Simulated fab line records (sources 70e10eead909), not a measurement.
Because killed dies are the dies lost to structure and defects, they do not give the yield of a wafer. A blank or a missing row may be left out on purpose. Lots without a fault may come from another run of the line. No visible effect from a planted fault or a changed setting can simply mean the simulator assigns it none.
8D (eight disciplines) problem report, filled in by code -- flow nand harc -- the parts of the form that need people (team, actions taken, sign-off) are left out

## 1. PROBLEM STATEMENT
Mean of thk nm at NHARC_A_ONON_D1_THK_MEAS_08: 1482 nm across 5 wafers in 2 lots; on wafers with no fault it is 1000 nm (standard deviation 9). That is +54 standard deviations from the usual mean.
The step: measures by ellipsometry.
Seen first at day 12 02:33 on film metro-01, wafer L231.4. The record holds 36 wafers of 12 lots with a number at this step. Rule for "out", or "out of limits": more than 4 standard deviations from the usual mean. Any other wafer with a number is counted as sound.

## 2. WHAT IT IS, WHAT IT ISN'T
question,is,is not
which readings at this step,thk nm,-
which lots,"L231, L232","L220, L221, L222, L224, L225, L236, L240, L241, L242, L243"
which wafers of those lots,"L231.4, L231.5, L231.6, L232.4, L232.6",L232.3
read on which gauges,film metro-01,film metro-02
when,from day 12 02:33,"up to then (15 sound wafers); but 16 sound wafers of L232, L236, L240, L241, L242, L243 came after"

## 3. THE SUSPECTS, EACH WITH WHAT RULES IT OUT
Counting: if a tool at a process step up to the reading ran every lot that is out, it stays a suspect. Sound lots after the first of them don't rule it out here, since some wafers of a struck lot are sound.
- ruled out: the gauge at NHARC_A_ONON_D1_THK_MEAS_08. All the wafers that are out were read on film metro-01, but those of them that NHARC_END_SORT_01 has rows for are out there too, on other tools.
- rie diel-12 at NHARC_P_BONDPAD_ACTIVATE_29 (chemistry N2, time 60 s): kept. It processed each lot that is out (first: L231, day 11 04:01); up to then, its last sound lot is L225 (day 8 18:13).
- pecvd onon-02 at NHARC_A_ONON_D1_DEP_06 (target thk 1000 nm): kept. It processed each lot that is out (first: L231, day 12 02:13); up to then, its last sound lot is L225 (day 9 18:41).
Remaining after the count are rie diel-12 at NHARC_P_BONDPAD_ACTIVATE_29 and pecvd onon-02 at NHARC_A_ONON_D1_DEP_06.

## 4. THE CAUSE (what the simulator had put in)
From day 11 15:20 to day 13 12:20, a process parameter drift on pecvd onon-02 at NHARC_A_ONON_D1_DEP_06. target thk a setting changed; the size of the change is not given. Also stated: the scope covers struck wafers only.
After counting, 2 suspects remain, this tool included.

## 5. SEQUENCE OF EFFECTS, ordered by route
Each row: a reading whose mean over the struck wafers that have a number lies more than 3 standard deviations from the usual. Only readings whose record carries a usual standard deviation are examined. hours: median over the lots of the time between each lot's start at the first step of this table that gives one and its start at this step. sigmas: the change, counted in usual standard deviations.
hours,step,reading,usual,on struck wafers,change,sigmas
0,NHARC_A_ONON_D1_THK_MEAS_08,thk nm,1000 nm,1482,+482,+54
401,NHARC_END_SORT_01,killed at array,57,672,+615,+32
401,NHARC_END_SORT_01,killed dies,62,677,+615,+32

## 6. WHAT WOULD HAVE CAUGHT IT SOONER
Counted from the fault's start at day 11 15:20, it took 11 hours until the first out-of-limits reading at a measuring or inspecting step in this record, taken at day 12 02:33.
Tool readings at NHARC_A_ONON_D1_DEP_06 with a usual standard deviation given in the record: none out on any struck wafer, hence no alarm at a limit of 4 standard deviations on them.
Of the lots that are out (2), L232 began NHARC_A_ONON_D1_DEP_06 on pecvd onon-02 after day 12 02:33. Holding the tool at that time would have saved it.
